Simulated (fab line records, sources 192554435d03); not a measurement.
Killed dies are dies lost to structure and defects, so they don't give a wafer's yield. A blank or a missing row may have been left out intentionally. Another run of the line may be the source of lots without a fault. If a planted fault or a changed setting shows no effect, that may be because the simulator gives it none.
Chamber matching || flow n5Finfet || N5_BEOL_M2_ALD_98 on aldSin-01 has 4 sister chambers
The step deposits SiO2, target thk 2.5 nm, pulse time 1 s, co reactant pulse time 1 s. 18 wafers are shown with their chamber, then 9 later ones without.

WAFERS, EACH WITH ITS CHAMBER
{"wafer": "L079.1", "chamber": 3, "heaterPowerW (W)": 84, "precursorPulseHeightRel": 0.987}
{"wafer": "L079.3", "chamber": 1, "heaterPowerW (W)": 71, "precursorPulseHeightRel": 0.981}
{"wafer": "L079.4", "chamber": 2, "heaterPowerW (W)": 77, "precursorPulseHeightRel": 0.971}
{"wafer": "L080.2", "chamber": 3, "heaterPowerW (W)": 85, "precursorPulseHeightRel": 1.001}
{"wafer": "L080.4", "chamber": 1, "heaterPowerW (W)": 68, "precursorPulseHeightRel": 0.983}
{"wafer": "L080.6", "chamber": 3, "heaterPowerW (W)": 85, "precursorPulseHeightRel": 1.001}
{"wafer": "L082.1", "chamber": 3, "heaterPowerW (W)": 89, "precursorPulseHeightRel": 1.012}
{"wafer": "L082.4", "chamber": 0, "heaterPowerW (W)": 77, "precursorPulseHeightRel": 1.004}
{"wafer": "L082.5", "chamber": 1, "heaterPowerW (W)": 69, "precursorPulseHeightRel": 1.000}
{"wafer": "L083.1", "chamber": 0, "heaterPowerW (W)": 76, "precursorPulseHeightRel": 1.011}
{"wafer": "L083.4", "chamber": 1, "heaterPowerW (W)": 68, "precursorPulseHeightRel": 1.017}
{"wafer": "L083.6", "chamber": 0, "heaterPowerW (W)": 75, "precursorPulseHeightRel": 1.028}
{"wafer": "L090.3", "chamber": 2, "heaterPowerW (W)": 79, "precursorPulseHeightRel": 0.986}
{"wafer": "L090.4", "chamber": 1, "heaterPowerW (W)": 70, "precursorPulseHeightRel": 1.010}
{"wafer": "L090.6", "chamber": 0, "heaterPowerW (W)": 75, "precursorPulseHeightRel": 0.975}
{"wafer": "L091.1", "chamber": 3, "heaterPowerW (W)": 86, "precursorPulseHeightRel": 0.994}
{"wafer": "L091.2", "chamber": 1, "heaterPowerW (W)": 69, "precursorPulseHeightRel": 0.993}
{"wafer": "L091.3", "chamber": 2, "heaterPowerW (W)": 78, "precursorPulseHeightRel": 1.010}

SIGNATURES (averages over the wafers above)
{"reading": "heaterPowerW", "chamber 0": 75.75, "chamber 1": 69.17, "chamber 2": 78.00, "chamber 3": 85.80, "scatter within a chamber": 1.37}
{"reading": "precursorPulseHeightRel", "chamber 0": 1.00450, "chamber 1": 0.99733, "chamber 2": 0.98900, "chamber 3": 0.99900, "scatter within a chamber": 0.0161}
Rule: for a wafer and a chamber, the distance is found by dividing, reading by reading, the gap between the wafer's reading and the chamber's mean by the reading's scatter, squaring, summing and taking the root. The wafer belongs to the nearest chamber; if the next one is less than 2 further off, it can't be placed. The scatter: take each reading less its chamber's mean, square it, sum over the shown wafers, divide by the number of wafers less the number of chambers, and take the root.

WAFERS WITHOUT THEIR CHAMBER
{"wafer": "L091.4", "heaterPowerW (W)": 75, "precursorPulseHeightRel": 1.018}
{"wafer": "L091.5", "heaterPowerW (W)": 78, "precursorPulseHeightRel": 0.994}
{"wafer": "L091.6", "heaterPowerW (W)": 86, "precursorPulseHeightRel": 0.997}
{"wafer": "L092.2", "heaterPowerW (W)": 78, "precursorPulseHeightRel": 0.998}
{"wafer": "L092.3", "heaterPowerW (W)": 75, "precursorPulseHeightRel": 1.014}
{"wafer": "L092.4", "heaterPowerW (W)": 70, "precursorPulseHeightRel": 0.997}
{"wafer": "L096.3", "heaterPowerW (W)": 84, "precursorPulseHeightRel": 0.998}
{"wafer": "L096.5", "heaterPowerW (W)": 77, "precursorPulseHeightRel": 0.954}
{"wafer": "L096.6", "heaterPowerW (W)": 89, "precursorPulseHeightRel": 1.014}

EACH ONE'S CHAMBER
{"wafer": "L091.4", "from the rows above": "can't be placed: 0 or 2", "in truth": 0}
{"wafer": "L091.5", "from the rows above": "can't be placed: 2 or 0", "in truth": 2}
{"wafer": "L091.6", "from the rows above": 3, "in truth": 3}
{"wafer": "L092.2", "from the rows above": "can't be placed: 2 or 0", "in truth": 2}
{"wafer": "L092.3", "from the rows above": "can't be placed: 0 or 2", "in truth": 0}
{"wafer": "L092.4", "from the rows above": 1, "in truth": 1}
{"wafer": "L096.3", "from the rows above": 3, "in truth": 3}
{"wafer": "L096.5", "from the rows above": "can't be placed: 2 or 0", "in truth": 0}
{"wafer": "L096.6", "from the rows above": 3, "in truth": 3}
Placed correctly: 4 of 9. Not placeable from these rows: 5 (in 5, the candidates include the true chamber). Placed wrongly: 0.
